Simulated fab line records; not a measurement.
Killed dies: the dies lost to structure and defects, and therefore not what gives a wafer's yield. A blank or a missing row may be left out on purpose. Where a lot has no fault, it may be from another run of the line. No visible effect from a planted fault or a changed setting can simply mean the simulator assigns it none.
fab line records | flow n5-finfet
record: lots: 7 wafers: 39
route steps=1938 shown WELL_APT@55 PMOS_HMC_CHANNEL_EPI@74 DUMMY_GATE@237 HKMG_FIN@412 MOL_CONTACT_COAG@581 BEOL_M4@1111
start-h: hours from the record's first day to the start of the lot's first wafer shown | wait-h: hours since the lot's step before | " as in the row above | L1.1+2: a row that stands for several wafers | - no value, or no start given | * or withheld: withheld | < > ~ a bound
route shown NAME@n: NAME is a module with steps in the file, n the number in the route of the first one | usual: mean/standard deviation taken from wafers without a fault | same: alike in all rows | chamber/n: place in a boat | sites: readings site by site | _std_site: standard deviation across them | _edge_site: mean of outer sites minus mean of inner sites | radius-mm: how far each site lies from the wafer's centre | mask NAME#n: copy n | behind: the last tool/chamber to shape the wafer | hold: why the lot was held/for how many hours/how that ended | device: whichever transistor did not switch (one of n, p or np) | end of line: at the end of the route, the tests of the same wafers | for a step that has no rows: nothing shown but its recipe | killed: at the first sort, the dies lost to defects and structure; wafer yield is something else | map: a wafer's dies, marking killed ones x, the rest . and places with no die _
set.NAME: the setting as run; set.NAME@STEP: as run at that earlier step | model.NAME: the simulator's own value behind a step, which no gauge read
one table per step and one row per wafer, for lots whose settings were changed on purpose
== steps ==
step: N5_WELL_APT_EPI_41
recipe: material: Si target-thk-a: 500 temp-c: 650 precursor: SiH4/H2 pressure-torr: 20 time-s: 297.7
step: N5_PMOS_HMC_CHANNEL_EPI_FIN_RECESS_16
recipe: chemistry: HBr/Cl2 target: Si mask-material: SiO2 target-depth-a: 540 time-s: 18 pressure-mtorr: 10 icp-w: 800 bias-w: 75 HBr_flow_sccm: 150 Cl2_flow_sccm: 80
step: N5_DUMMY_GATE_ETCH_37
recipe: chemistry: N2/H2 target: SOC target-depth-a: 600 overetch-a: 300 temp-c: 40 ion-energy-ev: 200 pressure-mtorr: 30 source-w: 840 bias-w: 150 n2-flow-sccm: 200 h2-flow-sccm: 200
step: N5_DUMMY_GATE_ETCH_32
recipe: chemistry: CF4 target: SiO2 target-depth-a: 35 time-s: 3.9 ion-energy-ev: 350 pressure-mtorr: 10 icp-w: 800 bias-w: 400 cf4-flow-sccm: 80
step: N5_HKMG_FIN_ALD_79
recipe: material: TiN target-thk-a: 15 temp-c: 400 ald-precursor-family: TiCl4 ald-co-reactant: NH3 pulse-time-s: 1 purge-time-s: 3 co-reactant-purge-time-s: 2 co-reactant-pulse-time-s: 2 ald-cycles: 68 pressure-torr: 3
step: N5_MOL_CONTACT_COAG_ETCH_91
recipe: chemistry: N2/H2 target: SOC target-depth-a: 600 overetch-a: 210 mask-material: SiARC temp-c: 40 time-s: 101.2 ion-energy-ev: 200 pressure-mtorr: 30 source-w: 840 bias-w: 150 n2-flow-sccm: 200 h2-flow-sccm: 200
step: N5_MOL_CONTACT_COAG_ETCHBACK_135
recipe: chemistry: CHF3 target: SiO2 target-depth-a: 250 time-s: 16.7 ion-energy-ev: 200 pressure-mtorr: 30 source-w: 610 bias-w: 170 Ar_flow_sccm: 200 CHF3_flow_sccm: 50
step: N5_BEOL_M4_RC_MEAS_101
usual: CJ_N: 4.36/0.1 CJ_P: 5.81/0.16 RS_PWELL: 3017/24
columns lot.wafer tool chamber start-h wait-h set.target-thk-a@WELL_APT_EPI_41 set.time-s@PMOS_HMC_CHANNEL_EPI_FIN_RECESS_16 set.source-w@DUMMY_GATE_ETCH_37 set.time-s@DUMMY_GATE_ETCH_32 set.ald-cycles@HKMG_FIN_ALD_79 set.time-s@MOL_CONTACT_COAG_ETCH_91 set.target-depth-a@MOL_CONTACT_COAG_ETCHBACK_135 CJ_N CJ_P RS_PWELL[ohm/sq]
L081.1 prober-02 0 211.46 0.0 500 18 942.9 3.186 68 120.2 250 4.34 5.85 3000
L081.2 " 0 " " 528.7 19.4 942.9 3.9 68 120.2 250 3.78 5.21 2968
L081.3 " 0 " " 528.7 19.4 840 3.186 68 101.2 250 3.96 5.24 2958
L081.4 " 0 " " 528.7 18 840 3.9 68 101.2 250 4.12 5.61 2988
L081.5 " 0 " " 500 19.4 942.9 3.9 68 101.2 250 4.32 4.56 2977
L081.6 " 0 " " 500 18 840 3.186 68 120.2 250 4.34 5.98 3016
L083.1 prober-01 0 233.47 0.0 536.8 18 1000 3.9 68 124.2 264.7 4.07 5.97 2949
L083.2 " 0 " " 500 18 1000 3.9 63 101.2 264.7 4.35 5.89 3069
L083.3 " 0 " " 500 18 840 3.9 68 124.2 250 4.14 6.09 3035
L083.4 " 0 " " 536.8 18.92 840 3.9 68 101.2 264.7 3.96 5.29 2984
L083.5 " 0 " " 536.8 18.92 840 3.9 63 124.2 250 3.74 5.52 2991
L083.6 " 0 " " 500 18.92 1000 3.9 63 101.2 250 4.43 5.21 3053
L084.1 prober-01 0 237.61 0.0 500 19.04 840 4.383 68 91.83 250 4.48 4.76 2999
L084.2 " 0 " " 500 18 840 3.9 68 91.83 267.5 4.58 5.81 2982
L084.3 " 0 " " 500 19.04 840 4.383 68 91.83 267.5 4.54 4.78 3021
L084.4 " 0 " " 500 18 840 4.383 68 101.2 250 4.37 5.88 3020
L084.5 " 0 " " 500 18 840 3.9 68 101.2 250 4.54 5.95 3004
L084.6 " 0 " " 500 19.04 840 3.9 68 101.2 267.5 4.63 4.78 2976
L085.1 prober-01 0 240.13 0.0 526.6 18.42 840 3.555 68 125.4 215.4 3.94 5.41 2949
L085.2 " 0 " " 526.6 18.42 907.9 3.9 60 125.4 215.4 4.12 5.44 2972
L085.3 " 0 " " 500 18 840 3.9 60 101.2 250 4.26 5.74 3041
L085.4 " 0 " " 500 18 907.9 3.9 68 101.2 215.4 4.39 5.73 3017
L085.5 " 0 " " 526.6 18 907.9 3.555 60 125.4 250 4.01 5.70 2939
L085.6 " 0 " " 500 18.42 840 3.555 68 101.2 250 4.34 5.41 3014
L088.1 prober-01 0 244.91 0.0 462.8 18 840 3.9 68 101.2 250 4.57 5.46 3070
L088.2 " 0 " " 462.8 17.32 840 3.578 68 101.2 250 4.74 5.97 3050
L088.3 " 0 " " 500 17.32 893.5 3.9 68 101.2 222.7 4.33 6.08 3000
L088.4 " 0 " " 462.8 18 893.5 3.578 68 101.2 250 4.50 5.47 3060
L088.5 " 0 " " 500 18 840 3.578 68 101.2 222.7 4.26 5.76 3005
L088.6 " 0 " " 500 17.32 893.5 3.9 68 101.2 222.7 4.38 6.03 3027
L087.3 prober-02 0 248.12 0.3 500 18 840 3.9 68 101.2 250 4.29 5.74 3038
L087.4 " 0 " " 500 18 840 3.9 68 101.2 250 4.43 5.88 3063
L087.6 " 0 " " 500 18 840 3.9 68 101.2 250 4.43 5.79 3047
L096.1 prober-02 0 303.62 0.0 500 18.73 768.7 3.388 68 112.6 226.9 4.40 5.37 3048
L096.2 " 0 " " 500 18 768.7 3.388 68 101.2 250 4.30 5.89 3047
L096.3 " 0 " " 500 18.73 840 3.9 68 101.2 226.9 4.39 5.06 3035
L096.4 " 0 " " 500 18 768.7 3.9 68 112.6 250 4.50 5.89 3048
L096.5 " 0 " " 500 18 840 3.9 68 101.2 250 4.25 5.72 3007
L096.6 " 0 " " 500 18.73 840 3.388 68 112.6 226.9 4.38 5.52 3025
== key ==
split: step: N5_WELL_APT_EPI_41 setting: target-thk-a stated-as: 500
response: step: N5_BEOL_M4_RC_MEAS_101 reading: RS_PWELL slope: -8.94 per: 1% together-with: all explained: 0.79
response: step: N5_BEOL_M4_RC_MEAS_101 reading: CJ_N slope: -0.0449 per: 1% together-with: all explained: 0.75
split: step: N5_PMOS_HMC_CHANNEL_EPI_FIN_RECESS_16 setting: time-s stated-as: 18
response: step: N5_BEOL_M4_RC_MEAS_101 reading: CJ_P slope: -0.131 per: 1% together-with: all explained: 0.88
split: step: N5_DUMMY_GATE_ETCH_37 setting: source-w stated-as: 840
response none clear
split: step: N5_DUMMY_GATE_ETCH_32 setting: time-s stated-as: 3.9
response none clear
split: step: N5_HKMG_FIN_ALD_79 setting: ald-cycles stated-as: 68
response none clear
split: step: N5_MOL_CONTACT_COAG_ETCH_91 setting: time-s stated-as: 101.2
response none clear
split: step: N5_MOL_CONTACT_COAG_ETCHBACK_135 setting: target-depth-a stated-as: 250
response none clear
